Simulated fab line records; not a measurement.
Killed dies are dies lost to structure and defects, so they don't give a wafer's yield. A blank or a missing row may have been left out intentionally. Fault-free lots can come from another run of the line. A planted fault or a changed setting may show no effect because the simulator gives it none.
Matching of chambers ; flow n5_finfet ; N5_BEOL_M13_ETCH_67 on rie_diel-04: 4 sister chambers
The step etches SiARC in CF4, target depth 143 nm, time 238.3 s. 8 wafers are shown with their chamber, then 7 later ones without.

## WAFERS, EACH WITH ITS CHAMBER
wafer;chamber;showerhead_plenum_p_Torr (Torr);throttle_valve_pct (%)
L082.3;0;2.25;15.90
L085.5;1;2.11;15.57
L084.5;2;2.14;15.37
L090.1;0;2.25;15.92
L090.3;3;2.07;15.45
L090.6;1;2.11;15.59
L093.1;2;2.13;15.41
L093.4;3;2.07;15.48

## WAFERS WITHOUT THEIR CHAMBER
wafer;showerhead_plenum_p_Torr (Torr);throttle_valve_pct (%)
L093.6;2.24;15.94
L094.3;2.24;15.96
L094.5;2.24;15.94
L094.6;2.10;15.60
L097.3;2.07;15.49
L097.4;2.24;15.97
L097.5;2.10;15.61

## WHICH CHAMBER EACH WENT THROUGH
wafer;from the rows above;in truth
L093.6;0;0
L094.3;0;0
L094.5;0;0
L094.6;1;1
L097.3;3;3
L097.4;0;0
L097.5;1;1
Correct placement for 7 of the 7. From these rows, 0 cannot be placed. Placed wrongly: 0.
How it was worked out, from the rows above alone: a wafer's distance from a chamber is the root of the sum, over the readings, of the square of ((its reading less the chamber's mean) divided by the reading's scatter). If the next closest chamber is less than 2 further off than the closest, the wafer can't be placed; otherwise it belongs to the closest. For every chamber, the mean is computed from those of its wafers that are shown. The scatter is the square root of a quotient: the sum, over the shown wafers, of each reading's squared deviation from its chamber's mean, divided by wafers minus chambers.
